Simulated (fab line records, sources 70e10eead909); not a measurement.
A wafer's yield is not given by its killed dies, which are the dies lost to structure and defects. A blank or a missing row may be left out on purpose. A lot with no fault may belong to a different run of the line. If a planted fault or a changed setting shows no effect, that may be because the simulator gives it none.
fab line records -- flow nandHarc
record lots=11, wafers=33, lastDay=33
route steps=1302 shown P_CONTACT@235 END@1302
lots with no fault: from the same line, run without faults
startH: hours from the record's first day to the start of the lot's first wafer shown -- waitH: hours since the lot's step before -- " identical to the entry in the row above -- L1.1+2: a row that stands for several wafers -- - no value present, or no start provided -- * or withheld: withheld -- < > ~ a bound
route shown NAME@n: names a module that has steps shown in the file, with the first one's number in the route -- usual: mean and standard deviation over wafers with no fault -- same: alike in all rows -- chamber/n: place in a boat -- sites: readings site by site -- _std_site: the standard deviation of these -- _edge_site: the outer-site mean with the inner-site mean subtracted -- radiusMm: for every site, how far away it sits from the centre of the wafer -- mask NAME#n: copy n -- behind: the tool/chamber that last shaped the wafer -- hold: why the lot was held/for how many hours/how that ended -- device: the transistor (n, p or np) that didn't switch -- end of line: at the end of the route, the tests of the same wafers -- a step without rows: its recipe alone -- killed: count of dies lost to structure and defects at first sort (not the wafer's yield) -- map: dies across one wafer; x = killed, . = not, _ = none there
set.NAME: setting as actually run; set.NAME@STEP: the setting as run at that earlier step -- model.NAME: the simulator's own value behind a step, which no gauge read
one table for each step of the route and one row for each wafer, over a sample of lots
services: the hour from which a tool's chamber was out of use, counted from the record's first day as startH (under 0 if before that day), plus the number of hours and why
## steps
# step NHARC_P_CONTACT_DESCUM_17
# recipe timeS=3, o2FlowSccm=200, arFlowSccm=0, biasPowerW=0, chemistry=O2
# usual drypumpMotorCurrentA=5.9/0.43, oesProductAu=1.000/0.0076, rfVppV=57.7/0.84, showerheadPlenumPTorr=1.87/0.067, throttleValvePct=11.310/0.0085
lot.wafer,tool,chamber,startH,waitH,drypumpMotorCurrentA,oesProductAu,rfHoursCounterH,rfVppV,showerheadPlenumPTorr,throttleValvePct
L332.2,rieDiel-01,2,126.87,0.1,5.4,0.996,5.1,58.8,1.92,11.304
L332.6,rieDiel-01,2,126.87,0.1,5.4,0.996,-,57.9,1.92,11.302
L332.5,rieDiel-01,3,126.87,0.1,6.5,1.002,-,58.6,1.86,11.307
L333.1,rieDiel-11,0,132.36,0.1,6.2,1.008,1.1,57.6,1.86,11.309
L333.2,rieDiel-11,3,132.36,0.1,6.3,1.020,0.9,57.4,1.90,11.310
L333.5,rieDiel-11,1,132.36,0.1,5.9,1.008,-,58.6,1.87,11.299
L334.1,rieDiel-11,2,146.41,0.1,6.0,0.990,1.9,57.9,1.87,11.308
L334.4,rieDiel-11,0,146.41,0.1,6.2,1.005,1.5,56.9,1.86,11.317
L334.6,rieDiel-11,2,146.41,0.1,6.0,0.996,-,58.1,1.87,11.300
L335.4,rieDiel-12,2,147.11,0.1,5.7,0.993,0.7,58.4,1.80,11.315
L335.5,rieDiel-12,2,147.11,0.1,5.7,0.991,-,57.3,1.80,11.309
L335.6,rieDiel-12,3,147.11,0.1,5.9,1.009,-,58.0,1.80,11.300
L340.2,rieDiel-11,1,196.86,0.1,5.9,1.011,3.1,57.8,1.87,11.302
L340.4,rieDiel-11,3,196.86,0.1,6.3,1.002,2.6,56.5,1.90,11.299
L340.1,rieDiel-11,0,196.86,0.1,6.3,1.003,3.0,58.3,1.86,11.302
L342.3,rieDiel-11,2,213.03,0.1,6.0,0.986,4.1,58.0,1.87,11.317
L342.5,rieDiel-11,3,213.03,0.1,6.3,0.994,-,58.4,1.90,11.313
L342.6,rieDiel-11,0,213.03,0.1,6.2,0.998,-,57.0,1.86,11.314
L345.3,rieDiel-12,1,243.50,0.1,5.0,1.003,3.0,56.6,1.79,11.299
L345.2,rieDiel-12,2,243.50,0.1,5.7,0.993,3.3,57.4,1.79,11.308
L345.5,rieDiel-12,0,243.50,0.1,5.5,0.997,-,58.2,1.93,11.313
L349.2,rieDiel-12,3,291.16,0.1,5.9,1.000,0.6,57.4,1.80,11.316
L349.5,rieDiel-12,3,291.16,0.1,5.9,0.982,-,57.2,1.80,11.311
L349.6,rieDiel-12,0,291.16,0.1,5.5,1.000,-,57.7,1.93,11.309
L351.1,rieDiel-11,3,317.49,0.1,6.3,1.003,1.3,58.2,1.90,11.316
L351.5,rieDiel-11,3,317.49,0.1,6.3,1.003,-,57.8,1.90,11.307
L351.6,rieDiel-11,0,317.49,0.1,6.2,1.009,-,56.9,1.86,11.301
L352.3,rieDiel-11,0,323.92,0.1,6.2,1.000,1.6,57.9,1.86,11.307
L352.2,rieDiel-11,1,323.92,0.1,5.9,0.993,1.6,58.6,1.87,11.313
L352.5,rieDiel-11,3,323.92,0.1,6.3,1.006,-,56.8,1.90,11.322
L353.3,rieDiel-01,3,324.23,0.1,6.5,0.983,4.5,57.4,1.86,11.316
L353.4,rieDiel-01,1,324.23,0.1,5.6,0.997,4.5,57.1,1.85,11.330
L353.5,rieDiel-01,3,324.23,0.1,6.5,0.992,-,56.6,1.86,11.303
# step NHARC_P_CONTACT_ETCH_35
# recipe targetDepthA=390, overEtchFrac=0.3, timeS=65, ionEnergyEv=80, cf4FlowSccm=150, arFlowSccm=0, rfW=300, biasW=100, chemistry=CF4
# usual drypumpMotorCurrentA=5.9/0.41, oesProductAu=0.999/0.0084, rfVppV=150.8/1.1, runLengthS=86.4/0.46, showerheadPlenumPTorr=1.74/0.058, throttleValvePct=13.283/0.0079
lot.wafer,tool,chamber,startH,waitH,drypumpMotorCurrentA,oesProductAu,rfHoursCounterH,rfVppV,runLengthS,showerheadPlenumPTorr,throttleValvePct
L332.2,rieDiel-01,0,126.96,0.1,6.4,0.999,3.3,151.2,86.8,1.88,13.286
L332.5,rieDiel-01,0,126.96,0.1,6.4,0.993,-,151.4,87.1,1.88,13.281
L332.6,rieDiel-01,1,126.96,0.1,5.5,0.995,-,149.2,86.4,1.72,13.267
L333.1,rieDiel-11,1,132.44,0.1,5.9,0.998,1.2,150.9,86.6,1.74,13.270
L333.2,rieDiel-11,0,132.44,0.1,6.2,1.016,1.1,150.0,86.9,1.72,13.282
L333.5,rieDiel-11,2,132.44,0.1,6.1,0.993,-,151.4,87.0,1.73,13.287
L334.4,rieDiel-11,3,146.50,0.1,6.3,0.998,1.2,150.7,86.6,1.75,13.285
L334.1,rieDiel-11,0,146.50,0.1,6.2,1.004,1.5,149.9,86.6,1.72,13.288
L334.6,rieDiel-11,3,146.50,0.1,6.2,1.008,-,151.8,86.5,1.76,13.300
L335.4,rieDiel-12,0,147.21,0.1,5.5,0.998,0.7,152.1,86.3,1.78,13.282
L335.5,rieDiel-12,2,147.21,0.1,5.7,0.997,-,148.8,86.6,1.67,13.291
L335.6,rieDiel-12,3,147.21,0.1,5.9,0.997,-,147.8,85.8,1.67,13.269
L340.2,rieDiel-11,2,196.94,0.1,6.0,0.992,3.2,151.0,87.1,1.73,13.275
L340.4,rieDiel-11,0,196.94,0.1,6.2,0.994,3.0,149.5,87.1,1.72,13.275
L340.1,rieDiel-11,1,196.94,0.1,5.9,0.999,3.1,151.0,87.1,1.74,13.292
L342.3,rieDiel-11,2,213.10,0.1,6.0,1.002,4.1,150.7,87.1,1.73,13.298
L342.6,rieDiel-11,1,213.10,0.1,5.9,1.008,-,151.7,86.6,1.74,13.291
L342.5,rieDiel-11,2,213.10,0.1,6.0,0.996,-,150.8,86.6,1.73,13.283
L345.2,rieDiel-12,3,243.58,0.1,5.9,1.009,3.4,150.5,86.1,1.67,13.297
L345.3,rieDiel-12,0,243.58,0.1,5.5,0.998,3.2,151.5,86.3,1.78,13.268
L345.5,rieDiel-12,0,243.58,0.1,5.5,0.999,-,151.6,86.3,1.78,13.285
L349.2,rieDiel-12,0,291.26,0.1,5.5,0.990,0.5,151.6,86.1,1.78,13.276
L349.6,rieDiel-12,3,291.26,0.1,5.9,0.984,-,149.3,85.8,1.67,13.272
L349.5,rieDiel-12,0,291.26,0.1,5.5,0.989,-,152.7,86.2,1.78,13.286
L351.1,rieDiel-11,1,317.57,0.1,5.9,0.985,1.1,149.7,87.0,1.73,13.277
L351.5,rieDiel-11,1,317.57,0.1,5.9,0.988,-,149.7,86.9,1.73,13.291
L351.6,rieDiel-11,2,317.57,0.1,6.0,0.998,-,151.9,86.8,1.73,13.296
L352.3,rieDiel-11,1,323.99,0.1,5.9,1.001,1.6,150.5,86.7,1.73,13.276
L352.2,rieDiel-11,0,323.99,0.1,6.2,1.002,1.6,151.7,87.2,1.72,13.281
L352.5,rieDiel-11,1,323.99,0.1,5.9,0.999,-,152.4,86.5,1.73,13.277
L353.3,rieDiel-01,0,324.31,0.1,6.4,1.010,4.3,153.1,86.9,1.88,13.290
L353.4,rieDiel-01,3,324.31,0.1,6.5,0.998,4.6,150.9,86.6,1.72,13.296
L353.5,rieDiel-01,0,324.31,0.1,6.4,0.999,-,153.8,87.0,1.88,13.293
# step NHARC_P_CONTACT_ETCH_36
# recipe targetDepthA=2600, overEtchFrac=0.25, timeS=406.25, ionEnergyEv=200, n2FlowSccm=150, h2FlowSccm=150, arFlowSccm=0, rfW=400, biasW=150, chemistry=N2/H2
# usual drypumpMotorCurrentA=5.9/0.43, oesProductAu=1.000/0.0082, rfVppV=429.4/2.2, runLengthS=427.7/0.47, showerheadPlenumPTorr=2.00/0.072, throttleValvePct=14.171/0.0088
lot.wafer,tool,chamber,startH,waitH,drypumpMotorCurrentA,oesProductAu,rfHoursCounterH,rfVppV,runLengthS,showerheadPlenumPTorr,throttleValvePct
L332.2,rieDiel-01,2,127.11,-,5.4,0.994,5.2,430.5,427.9,2.05,14.164
L332.6,rieDiel-01,0,127.11,-,6.4,0.997,-,432.8,428.8,2.18,14.179
L332.5,rieDiel-01,1,127.11,-,5.5,0.995,-,428.0,427.0,1.97,14.182
L333.1,rieDiel-11,2,132.56,-,6.0,0.993,1.6,428.6,428.0,2.00,14.164
L333.2,rieDiel-11,3,132.56,-,6.3,0.995,1.0,428.9,427.2,2.02,14.173
L333.5,rieDiel-11,2,132.56,-,6.0,0.989,-,431.4,428.2,2.00,14.173
L334.1,rieDiel-11,1,146.64,-,5.9,1.005,1.8,430.7,427.7,2.00,14.167
L334.4,rieDiel-11,2,146.64,-,6.0,1.004,2.0,428.5,428.0,2.00,14.185
L334.6,rieDiel-11,3,146.64,-,6.2,1.015,-,430.1,427.3,2.02,14.181
L335.4,rieDiel-12,0,147.32,-,5.5,1.001,0.8,431.0,427.6,2.06,14.165
L335.5,rieDiel-12,3,147.32,-,5.9,1.005,-,427.0,427.2,1.91,14.162
L335.6,rieDiel-12,0,147.32,-,5.5,1.003,-,432.2,427.3,2.06,14.171
L340.4,rieDiel-11,2,197.03,-,6.0,0.991,3.3,429.3,428.4,1.99,14.183
L340.1,rieDiel-11,3,197.03,-,6.3,0.994,2.7,430.7,427.8,2.02,14.151
L340.2,rieDiel-11,0,197.03,-,6.3,1.004,3.0,430.2,427.9,1.98,14.169
L342.3,rieDiel-11,2,213.18,-,6.0,0.991,4.2,430.2,427.9,1.99,14.169
L342.5,rieDiel-11,2,213.18,-,6.0,0.991,-,429.7,428.0,1.99,14.175
L342.6,rieDiel-11,3,213.18,-,6.3,0.996,-,431.1,427.5,2.02,14.169
L345.3,rieDiel-12,1,243.70,-,5.0,1.007,3.1,427.6,427.4,1.90,14.165
L345.2,rieDiel-12,2,243.70,-,5.7,0.994,3.4,425.2,427.8,1.91,14.175
L345.5,rieDiel-12,1,243.70,-,4.9,1.019,-,426.1,427.3,1.90,14.162
L349.2,rieDiel-12,1,291.40,-,5.0,1.001,0.5,428.1,427.7,1.90,14.173
L349.5,rieDiel-12,3,291.40,-,5.9,1.009,-,427.9,427.3,1.91,14.161
L349.6,rieDiel-12,0,291.40,-,5.5,0.995,-,432.6,318.3,2.05,14.179
L351.1,rieDiel-11,0,317.76,-,6.3,1.010,1.3,429.8,428.6,1.98,14.160
L351.6,rieDiel-11,1,317.76,-,5.9,0.991,-,430.3,427.8,2.00,14.174
L351.5,rieDiel-11,2,317.76,-,6.0,1.002,-,428.3,428.1,1.99,14.168
L352.2,rieDiel-11,3,324.09,-,6.3,1.001,1.7,430.3,428.0,2.02,14.166
L352.3,rieDiel-11,0,324.09,-,6.3,0.995,1.7,428.6,428.0,1.98,14.167
L352.5,rieDiel-11,0,324.09,-,6.3,0.998,-,430.3,428.0,1.98,14.184
L353.4,rieDiel-01,1,324.40,-,5.6,1.000,4.6,428.1,426.9,1.97,14.159
L353.3,rieDiel-01,3,324.40,-,6.5,0.996,4.6,428.7,427.5,1.98,14.169
L353.5,rieDiel-01,1,324.40,-,5.6,0.997,-,428.7,427.4,1.97,14.173
# step NHARC_P_CONTACT_DEGAS_38
# recipe tempC=300, timeS=60
# usual heaterPowerW=495/41
lot.wafer,tool,chamber,startH,waitH,heaterPowerW
L332.2,pvdSputter-02,-,128.46,-,545
L332.5,pvdSputter-02,-,128.46,-,510
L332.6,pvdSputter-02,-,128.46,-,526
L333.2,pvdSputter-03,-,133.95,-,444
L333.1,pvdSputter-03,-,133.95,-,477
L333.5,pvdSputter-03,-,133.95,-,495
L334.4,pvdSputter-03,-,148.01,-,460
L334.1,pvdSputter-03,-,148.01,-,417
L334.6,pvdSputter-03,-,148.01,-,482
L335.4,pvdSputter-02,-,148.73,-,508
L335.5,pvdSputter-02,-,148.73,-,529
L335.6,pvdSputter-02,-,148.73,-,525
L340.2,pvdSputter-03,-,198.43,-,418
L340.4,pvdSputter-03,-,198.43,-,425
L340.1,pvdSputter-03,-,198.43,-,515
L342.3,pvdSputter-03,-,214.60,-,416
L342.5,pvdSputter-03,-,214.60,-,510
L342.6,pvdSputter-03,-,214.60,-,419
L345.3,pvdSputter-02,-,245.08,-,520
L345.2,pvdSputter-02,-,245.08,-,468
L345.5,pvdSputter-02,-,245.08,-,509
L349.2,pvdSputter-03,-,292.78,-,468
L349.5,pvdSputter-03,-,292.78,-,517
L349.6,pvdSputter-03,-,292.78,-,447
L351.1,pvdSputter-01,-,319.10,-,486
L351.5,pvdSputter-01,-,319.10,-,513
L351.6,pvdSputter-01,-,319.10,-,552
L352.3,pvdSputter-03,-,325.49,-,528
L352.2,pvdSputter-03,-,325.49,-,435
L352.5,pvdSputter-03,-,325.49,-,517
L353.3,pvdSputter-01,-,325.81,-,535
L353.4,pvdSputter-01,-,325.81,-,518
L353.5,pvdSputter-01,-,325.81,-,541
# step NHARC_END_SORT_01
# recipe tempC=25
# usual killedAtArray=59/20, killedAtOther=0.8/1, killedAtPeriphery=3.2/2.1, killedDies=63/21, killedOpen=3.0/1.9, killedShort=2.3/1.5
# same grossDies=677
lot.wafer,tool,chamber,startH,waitH,killedAtArray,killedAtOther,killedAtPeriphery,killedDies,killedOpen,killedShort
L349.2,prober-01,0,729.31,2.8,55,0,3,58,1,2
L349.5,prober-01,0,731.66,3.6,60,2,1,63,3,2
L349.6,prober-01,0,732.44,3.9,66,0,611,677,3,2
# killed by level:class
L349.2 A_SLIT:chamberFilmFlake=29 A_CHANNEL_HOLE_D1:chamberFilmFlake=11 A_BLC:chamberFilmFlake=4 A_DECK1_JOINT:chamberFilmFlake=2 A_CHANNEL_HOLE_D2:chamberFilmFlake=2 A_STAIRCASE:chamberFilmFlake=2 A_CONTACT:chamberFilmFlake=2 P_CONTACT:geometricParticle:open=1
L349.5 A_SLIT:chamberFilmFlake=22 A_CHANNEL_HOLE_D1:chamberFilmFlake=20 A_CONTACT:chamberFilmFlake=6 A_BLC:chamberFilmFlake=4 A_STAIRCASE:chamberFilmFlake=2 THIN_TSV:chamberFilmFlake=2 P_CONTACT:geometricParticle:open=1 A_SOURCE_PLATE:geometricParticle:short=1
L349.6 P_CONTACT:areaEtch=610 A_SLIT:chamberFilmFlake=36 A_CHANNEL_HOLE_D1:chamberFilmFlake=15 A_BLC:chamberFilmFlake=4 A_CONTACT:chamberFilmFlake=2 A_SOURCE_PLATE:geometricParticle:open=1 A_ONON_D2:geometricParticle:short=1 A_CHANNEL_HOLE_D2:geometricParticle:open=1
## services
tool,chamber,startH,hours,kind
pvdSputter-02,-,107.98,10.0,pm
rieDiel-11,0,112.00,-,clean
rieDiel-11,1,112.00,-,clean
rieDiel-11,2,112.00,-,clean
rieDiel-11,3,112.00,-,clean
rieDiel-01,0,112.13,8.7,repair
rieDiel-11,0,136.50,-,clean
rieDiel-11,1,136.50,-,clean
rieDiel-11,2,136.50,-,clean
rieDiel-11,3,136.50,-,clean
rieDiel-11,0,161.00,-,clean
rieDiel-11,1,161.00,-,clean
rieDiel-11,2,161.00,-,clean
rieDiel-11,3,161.00,-,clean
pvdSputter-01,-,162.41,0.5,repair
pvdSputter-03,-,170.00,10.0,pm
rieDiel-12,3,184.98,2.4,repair
rieDiel-12,-,190.07,0.3,repair
pvdSputter-03,-,201.81,5.6,repair
rieDiel-01,-,218.71,9.0,pm
pvdSputter-01,-,239.15,10.0,pm
rieDiel-11,-,255.50,9.0,pm
rieDiel-12,-,268.40,9.0,pm
pvdSputter-02,-,285.98,10.0,pm
## key
firstSign step=NHARC_P_CONTACT_ETCH_36, reading=runLengthS, direction=down, sigmas=99+, usual=*, struck=*
effect step=NHARC_END_SORT_01, reading=killedAtPeriphery, direction=up, sigmas=99+, usual=3.2, struck=611
moreKillsBornAt NHARC_P_CONTACT_ETCH_36@rieDiel-12=610
metAt NHARC_P_CONTACT_ETCH_36
struckLots L349
struckWafers L349.6
laterRowsLeftOut L349.6
testerLeftOut L349
notActingAt NHARC_P_CONTACT_DESCUM_17,NHARC_P_CONTACT_ETCH_35,NHARC_P_CONTACT_DEGAS_38
onsetBetween 147.32 291.40
fault kind=processParameterDrift, tool=rieDiel-12, chamber=0, onsetH=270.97, steps=NHARC_P_CONTACT_ETCH_36, channel=timeS, offset=*, shape=step, endH=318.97, actsIn=*, stated=*
# testerLeftOut: of these lots the tester's yield and bins aren't shown, on N5 and GAA mostly nor the transistor test; their killed dies are dies lost to structure and defects alone, not to doping, threshold or leakage, so they don't give the yield
# laterRowsLeftOut: the simulator's readings of these wafers behind a module that went badly wrong aren't trusted and aren't shown, but for the sort
